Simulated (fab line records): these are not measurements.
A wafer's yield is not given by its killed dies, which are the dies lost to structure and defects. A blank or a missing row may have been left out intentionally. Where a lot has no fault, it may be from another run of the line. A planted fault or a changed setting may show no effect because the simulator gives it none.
Code-filled problem report in 8D (eight disciplines) form || flow nand-harc || the parts of the form that need people (team, actions taken, sign-off) are left out

1. THE PROBLEM
Mean of killed-at-other at NHARC_END_SORT_01: 617.5 over 2 wafers from 1 lot, against 1.0 (standard deviation 1.5) on wafers with no fault. That is +99 or more standard deviations from the usual mean.
Seen first at day 28 23:22 on prober-02, wafer L525.2. The record holds 3 wafers of 1 lot with a number at this step. Rule for "out" (also "out of limits"): further than 4 standard deviations from the usual mean. The other wafers with a number count as sound.

2. WHAT IT IS AND WHAT IT IS NOT
{"question": "which readings at this step", "is": "killed-at-other, defect-limited-yield, killed-dies", "is not": "killed-at-array, killed-at-periphery, killed-open, killed-short"}
{"question": "which lots", "is": "L525", "is not": "-"}
{"question": "which wafers of those lots", "is": "L525.2, L525.6", "is not": "L525.3"}
{"question": "read on which gauges", "is": "prober-02", "is not": "-"}
{"question": "when", "is": "from day 28 23:22", "is not": "up to then (0 sound wafers); but 1 sound wafer of L525 came after"}

3. WHAT RULES OUT EACH SUSPECT
Counting: a tool at a process step up to the reading stays a suspect if it ran every lot that is out. Sound lots after the first of them don't rule it out here, since some wafers of a struck lot are sound.
- the gauge at NHARC_END_SORT_01: kept. All the wafers that are out were read on prober-02, and no step on other tools shows them out.
- pecvd-03 at NHARC_A_M1_PRE_CLEAN_32 (time 12 s): kept. It ran the lot that is out, L525 (day 27 11:52).
- rie-diel-12 at NHARC_A_BONDPAD_STRIP_15 (strips in O2): kept. It ran the lot that is out, L525 (day 27 14:20).
- pvd-sputter-03 at NHARC_THIN_TSV_PVD_51 (deposits Cu, target thk 100 nm): kept. It ran the lot that is out, L525 (day 28 08:10).
- Within rie-diel-12 at NHARC_A_BONDPAD_STRIP_15: the wafers that are out ran in chambers 0, 2; their sound lot-mates ran in chamber 1.
Left after counting: pecvd-03 at NHARC_A_M1_PRE_CLEAN_32, rie-diel-12 at NHARC_A_BONDPAD_STRIP_15, pvd-sputter-03 at NHARC_THIN_TSV_PVD_51, prober-02 at NHARC_END_SORT_01.

4. THE CAUSE (what the simulator had put in)
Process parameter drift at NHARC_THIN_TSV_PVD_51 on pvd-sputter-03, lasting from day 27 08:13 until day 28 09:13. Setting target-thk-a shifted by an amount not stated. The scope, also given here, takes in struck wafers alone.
This tool is one of the 4 suspects left after counting.

5. THE EFFECT CHAIN, in route order
One row per reading whose mean, taken over the struck wafers that have a number, lies over 3 standard deviations from the usual. Only readings for which the record gives a usual standard deviation are gone through. hours: the time from each lot's start at the first step in this table that gives one to its start at this step, as a median over the lots. sigmas: the change in usual standard deviations.
{"hours": 0, "step": "NHARC_END_SORT_01", "reading": "defect-limited-yield", "usual": "90.6 %", "on struck wafers": 0.0, "change": -90.6, "sigmas": -35}
{"hours": 0, "step": "NHARC_END_SORT_01", "reading": "killed-at-other", "usual": 1.0, "on struck wafers": 617.5, "change": "+616.5", "sigmas": "+99 or more"}
{"hours": 0, "step": "NHARC_END_SORT_01", "reading": "killed-dies", "usual": 64, "on struck wafers": 677, "change": "+613", "sigmas": "+34"}

6. HOW IT WOULD HAVE BEEN CAUGHT EARLIER
Counted from the fault's start at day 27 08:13, it took 39 hours until the first out-of-limits reading at a measuring or inspecting step in this record, taken at day 28 23:22.
Tool readings at NHARC_THIN_TSV_PVD_51 with a usual standard deviation given in the record: none out on any struck wafer, hence no alarm at a limit of 4 standard deviations on them.
Lots out: 1; all had begun NHARC_THIN_TSV_PVD_51 on pvd-sputter-03 by day 28 23:22. Had the tool been put on hold then, not one of them would have been saved.
